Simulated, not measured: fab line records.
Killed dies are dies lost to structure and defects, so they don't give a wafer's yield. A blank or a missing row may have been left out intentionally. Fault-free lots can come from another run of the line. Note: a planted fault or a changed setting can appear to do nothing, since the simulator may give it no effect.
Comparing a struck lot with a sound one -- flow n5 finfet -- 18 out of 1938 route steps
Sound: the wafers L216.2, L216.5, L216.6. The struck wafers were L226.5, L226.6. The cause comes at the end.
At each step with rows: each side's tool, then ch and its chambers, then its first start. Under that, the readings that differ: sound wafers -- struck wafers -- difference of the means -- sigmas: that difference in standard deviations of wafers without a fault.
alike: words and numbers the same on both sides, and readings whose means are apart by under 2 such deviations; not compared: readings that were withheld, readings missing a value for some wafer, numbers with overlapping values and no deviation given by the record, and bounds like >300 which may hide the same value.
The two part at a step that has a row with sigmas, a row that says differs or no value, or rows on one side only. Numbers that have no deviation but don't overlap get no sigmas and don't part them. A reading missing from all wafers of one side parts the sides only when that side holds two or more wafers.

first, 7 steps without rows for these wafers: N5_BEOL_M6_COAT_60 (time 60 s, resist thk 35 nm); N5_BEOL_M6_COAT_05 (resist thk 90 nm); N5_BEOL_M6_EBR_07; N5_BEOL_M6_SOFTBAKE_06 (time 60 s); N5_BEOL_M6_EXPOSE_08 (exposes mask M6); N5_BEOL_M6_PEB_09 (peb time 60 s); N5_BEOL_M6_DEVELOP_10 (develop time 30 s).
N5_BEOL_M6_CD_MEAS_11: target cd 38.5 nm.
  sound on cd sem-03 ch 0, day 10 03:13; struck on cd sem-03 ch 0, day 12 08:43
  alike: cd nm
N5_BEOL_M6_OVL_MEAS_12:
  sound on overlay-02 ch 0, day 10 03:14; struck on overlay-01 ch 0, day 12 08:45
  alike: M6_OVL
N5_BEOL_M6_INSPECT_13: inspects for defects (brightfield).
  sound: defect inspect-01 at day 10 03:16; struck: defect inspect-01 at day 12 08:47
  alike: raw defect count
N5_BEOL_M6_DESCUM_16: chemistry O2, time 7.9 s.
  sound on rie diel-04 ch 0,1,2, day 10 03:18; struck on rie diel-04 ch 0,3, day 12 08:49
  alike: drypump motor current A, oes product au, rf vpp V, showerhead plenum p Torr, throttle valve pct
  not compared: rf hours counter h
N5_BEOL_M6_ETCH_61: etches SiARC in CF4, target depth 45.5 nm, time 75.8 s.
  sound on rie diel-04 ch 0,1,2, day 10 03:20; struck on rie diel-04 ch 0,3, day 12 08:52
  alike: bias w, drypump motor current A, etch rf on time s, oes product au, rf vpp V, showerhead plenum p Torr, throttle valve pct
  not compared: rf hours counter h
N5_BEOL_M6_ETCH_62: etches SOC in N2/H2, target depth 110 nm, overetch 22 nm, time 165 s.
  sound on rie diel-04 ch 0,1,2, day 10 03:23; struck on rie diel-04 ch 0,3, day 12 08:58
reading,sound,struck,difference,sigmas
model.SiARC_of_BEOL_M6_COAT_60.thk nm (nm),28.6 28.4 28.6,26 26.2,-2,
  alike: bias w, drypump motor current A, h2 flow sccm, oes product au, rf vpp V, showerhead plenum p Torr, throttle valve pct
  not compared: rf hours counter h, model.BEOL_M6.cd offset nm
then, 1 step without rows for these wafers: N5_BEOL_M6_STRIP_68 (strips in N2/H2).
N5_BEOL_M6_STRIP_67: strips in CF4.
  sound on rie diel-04 ch 0,1,2, day 10 03:32; struck on rie diel-04 ch 0,3, day 12 09:03
  alike: drypump motor current A, oes product au, rf vpp V, showerhead plenum p Torr, throttle valve pct
  not compared: rf hours counter h
N5_BEOL_M6_HM_OPEN_17: chemistry Cl2/BCl3, target TiN, target depth 20 nm, overetch 6 nm.
  sound on rie metal-02 ch 0,1, day 10 03:35; struck on rie metal-01 ch 0,1, day 12 09:08
  alike: bias w, drypump motor current A, oes product au, throttle valve pct
  not compared: rf hours counter h, model.BEOL_M6.cd offset nm
N5_BEOL_M6_STRIP_19: strips in O2.
  sound on rie diel-05 ch 1,2, day 10 03:53; struck on rie diel-04 ch 0,3, day 12 09:15
  alike: drypump motor current A, oes product au, rf vpp V, showerhead plenum p Torr, throttle valve pct
  not compared: rf hours counter h
then, 1 step without rows for these wafers: N5_PASSIVATION_PROBE_49.

## WHERE THEY PART
Nowhere in this record.

WHY: what had been put in by the simulator
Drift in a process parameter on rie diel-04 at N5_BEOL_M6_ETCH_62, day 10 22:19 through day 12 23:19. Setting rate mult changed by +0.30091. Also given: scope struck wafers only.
